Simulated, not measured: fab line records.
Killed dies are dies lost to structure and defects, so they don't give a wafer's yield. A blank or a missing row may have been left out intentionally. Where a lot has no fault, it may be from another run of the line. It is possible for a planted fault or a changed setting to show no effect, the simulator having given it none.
Chamber matching || flow n5 finfet || 4 sister chambers for N5_BEOL_M0_STRIP_140 on rie diel-06
The step strips in CF4. 14 wafers are shown with their chamber, then 7 later ones without.

== EACH WAFER AND ITS CHAMBER ==
{"wafer": "L676.1", "chamber": 3, "drypump motor current A (A)": 6.4, "throttle valve pct (%)": 13.57, "showerhead plenum p Torr (Torr)": 1.71}
{"wafer": "L676.2", "chamber": 2, "drypump motor current A (A)": 5.6, "throttle valve pct (%)": 13.82, "showerhead plenum p Torr (Torr)": 1.70}
{"wafer": "L676.5", "chamber": 3, "drypump motor current A (A)": 6.4, "throttle valve pct (%)": 13.57, "showerhead plenum p Torr (Torr)": 1.71}
{"wafer": "L679.3", "chamber": 0, "drypump motor current A (A)": 5.0, "throttle valve pct (%)": 13.81, "showerhead plenum p Torr (Torr)": 1.84}
{"wafer": "L679.5", "chamber": 1, "drypump motor current A (A)": 5.4, "throttle valve pct (%)": 13.35, "showerhead plenum p Torr (Torr)": 1.80}
{"wafer": "L679.6", "chamber": 3, "drypump motor current A (A)": 6.4, "throttle valve pct (%)": 13.57, "showerhead plenum p Torr (Torr)": 1.71}
{"wafer": "L681.2", "chamber": 0, "drypump motor current A (A)": 5.1, "throttle valve pct (%)": 13.82, "showerhead plenum p Torr (Torr)": 1.84}
{"wafer": "L681.3", "chamber": 1, "drypump motor current A (A)": 5.4, "throttle valve pct (%)": 13.34, "showerhead plenum p Torr (Torr)": 1.80}
{"wafer": "L681.4", "chamber": 1, "drypump motor current A (A)": 5.4, "throttle valve pct (%)": 13.34, "showerhead plenum p Torr (Torr)": 1.79}
{"wafer": "L683.1", "chamber": 1, "drypump motor current A (A)": 5.4, "throttle valve pct (%)": 13.35, "showerhead plenum p Torr (Torr)": 1.79}
{"wafer": "L683.2", "chamber": 0, "drypump motor current A (A)": 5.0, "throttle valve pct (%)": 13.86, "showerhead plenum p Torr (Torr)": 1.84}
{"wafer": "L683.3", "chamber": 2, "drypump motor current A (A)": 5.6, "throttle valve pct (%)": 13.27, "showerhead plenum p Torr (Torr)": 1.91}
{"wafer": "L687.2", "chamber": 2, "drypump motor current A (A)": 5.6, "throttle valve pct (%)": 13.30, "showerhead plenum p Torr (Torr)": 1.91}
{"wafer": "L687.5", "chamber": 3, "drypump motor current A (A)": 6.4, "throttle valve pct (%)": 13.60, "showerhead plenum p Torr (Torr)": 1.70}

SIGNATURES (means of the wafers above)
{"reading": "drypump motor current A", "chamber 0": 5.033, "chamber 1": 5.400, "chamber 2": 5.600, "chamber 3": 6.400, "scatter within a chamber": 0.0258}
{"reading": "throttle valve pct", "chamber 0": 13.8300, "chamber 1": 13.3450, "chamber 2": 13.4633, "chamber 3": 13.5775, "scatter within a chamber": 0.139}
{"reading": "showerhead plenum p Torr", "chamber 0": 1.8400, "chamber 1": 1.7950, "chamber 2": 1.8400, "chamber 3": 1.7075, "scatter within a chamber": 0.0544}
Rule: a wafer lies at a distance from a chamber equal to the root of the sum of squares, over the readings, of (its reading less the chamber's mean, divided by the reading's scatter). If the next closest chamber is less than 2 further off than the closest, the wafer can't be placed; otherwise it belongs to the closest. The scatter is the square root of a quotient: the sum, over the shown wafers, of each reading's squared deviation from its chamber's mean, divided by wafers minus chambers.

== WAFERS WITH NO CHAMBER GIVEN ==
{"wafer": "L687.6", "drypump motor current A (A)": 5.7, "throttle valve pct (%)": 13.29, "showerhead plenum p Torr (Torr)": 1.91}
{"wafer": "L689.1", "drypump motor current A (A)": 6.4, "throttle valve pct (%)": 13.62, "showerhead plenum p Torr (Torr)": 1.70}
{"wafer": "L689.2", "drypump motor current A (A)": 5.6, "throttle valve pct (%)": 13.32, "showerhead plenum p Torr (Torr)": 1.91}
{"wafer": "L689.6", "drypump motor current A (A)": 5.1, "throttle valve pct (%)": 13.88, "showerhead plenum p Torr (Torr)": 1.83}
{"wafer": "L690.1", "drypump motor current A (A)": 5.6, "throttle valve pct (%)": 13.29, "showerhead plenum p Torr (Torr)": 1.91}
{"wafer": "L690.2", "drypump motor current A (A)": 5.4, "throttle valve pct (%)": 13.41, "showerhead plenum p Torr (Torr)": 1.79}
{"wafer": "L690.4", "drypump motor current A (A)": 6.4, "throttle valve pct (%)": 13.63, "showerhead plenum p Torr (Torr)": 1.70}

== CHAMBER TAKEN BY EACH ==
{"wafer": "L687.6", "from the rows above": 2, "in truth": 2}
{"wafer": "L689.1", "from the rows above": 3, "in truth": 3}
{"wafer": "L689.2", "from the rows above": 2, "in truth": 2}
{"wafer": "L689.6", "from the rows above": 0, "in truth": 0}
{"wafer": "L690.1", "from the rows above": 2, "in truth": 2}
{"wafer": "L690.2", "from the rows above": 1, "in truth": 1}
{"wafer": "L690.4", "from the rows above": 3, "in truth": 3}
Placed correctly: 7 of 7. From these rows, 0 cannot be placed. Placed wrongly: 0.
